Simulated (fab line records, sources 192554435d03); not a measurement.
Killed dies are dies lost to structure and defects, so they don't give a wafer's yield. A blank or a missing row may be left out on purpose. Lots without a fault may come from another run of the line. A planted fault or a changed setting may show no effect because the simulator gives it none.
Chamber matching | flow n5_finfet | N5_BEOL_M11_ETCH_62 on rie_diel-03: 4 sister chambers
The step etches SOC in N2/H2, target depth 110 nm, overetch 22 nm, time 165 s. 4 wafers are shown with their chamber, then 9 later ones without.

WAFERS WITH THEIR CHAMBER
wafer  | chamber | showerhead_plenum_p_Torr (Torr)
L079.1 | 2       | 2.57
L086.1 | 3       | 2.61
L091.5 | 1       | 2.50
L091.6 | 0       | 2.41

WAFERS WITHOUT THEIR CHAMBER
wafer  | showerhead_plenum_p_Torr (Torr)
L093.3 | 2.56
L093.5 | 2.61
L093.6 | 2.40
L094.1 | 2.56
L094.3 | 2.40
L094.5 | 2.40
L095.3 | 2.50
L095.4 | 2.56
L095.5 | 2.56

WHICH CHAMBER EACH WENT THROUGH
wafer  | from the rows above | in truth
L093.3 | 2                   | 2
L093.5 | 3                   | 3
L093.6 | 0                   | 0
L094.1 | 2                   | 2
L094.3 | 0                   | 0
L094.5 | 0                   | 0
L095.3 | 1                   | 1
L095.4 | 2                   | 2
L095.5 | 2                   | 2
Placed correctly: 9 of 9. Can't be placed from these rows: 0. Placed wrongly: 0.
How it was worked out, from the rows above alone: a wafer's distance from a chamber is the root of the sum, over the readings, of the square of ((its reading less the chamber's mean) divided by the reading's scatter). The wafer belongs to the nearest chamber; if the next one is less than 2 further off, it can't be placed. A chamber's mean is the mean of its shown wafers. The scatter: with one shown wafer a chamber, the root of the mean of the squares of how far each hidden wafer lies from its nearest shown one.
